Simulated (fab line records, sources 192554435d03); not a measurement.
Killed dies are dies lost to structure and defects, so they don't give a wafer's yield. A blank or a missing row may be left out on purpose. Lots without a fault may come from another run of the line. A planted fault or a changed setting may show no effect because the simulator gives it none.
Chamber matching | flow n5_finfet | N5_HKMG_FIN_ETCH_67 on rie_diel-02: 4 sister chambers
The step etches SOC in N2/H2, stops on TiN, target depth 388.9 nm. 4 wafers are shown with their chamber, then 8 later ones without.

WAFERS WITH THEIR CHAMBER
wafer  | chamber | drypump_motor_current_A (A)
L079.4 | 1       | 5.8
L090.2 | 3       | 5.2
L090.5 | 2       | 6.6
L094.2 | 0       | 6.2

WAFERS WITHOUT THEIR CHAMBER
wafer  | drypump_motor_current_A (A)
L094.3 | 6.7
L094.5 | 5.2
L095.1 | 5.8
L095.4 | 6.2
L095.6 | 6.1
L096.2 | 6.6
L096.4 | 6.2
L096.5 | 6.6

WHICH CHAMBER EACH WENT THROUGH
wafer  | from the rows above | in truth
L094.3 | 2                   | 2
L094.5 | 3                   | 3
L095.1 | 1                   | 1
L095.4 | 0                   | 0
L095.6 | 0                   | 0
L096.2 | 2                   | 2
L096.4 | 0                   | 0
L096.5 | 2                   | 2
Placed correctly: 8 of 8. Can't be placed from these rows: 0. Placed wrongly: 0.
How it was worked out, from the rows above alone: a wafer's distance from a chamber is the root of the sum, over the readings, of the square of ((its reading less the chamber's mean) divided by the reading's scatter). The wafer belongs to the nearest chamber; if the next one is less than 2 further off, it can't be placed. A chamber's mean is the mean of its shown wafers. The scatter: with one shown wafer a chamber, the root of the mean of the squares of how far each hidden wafer lies from its nearest shown one.
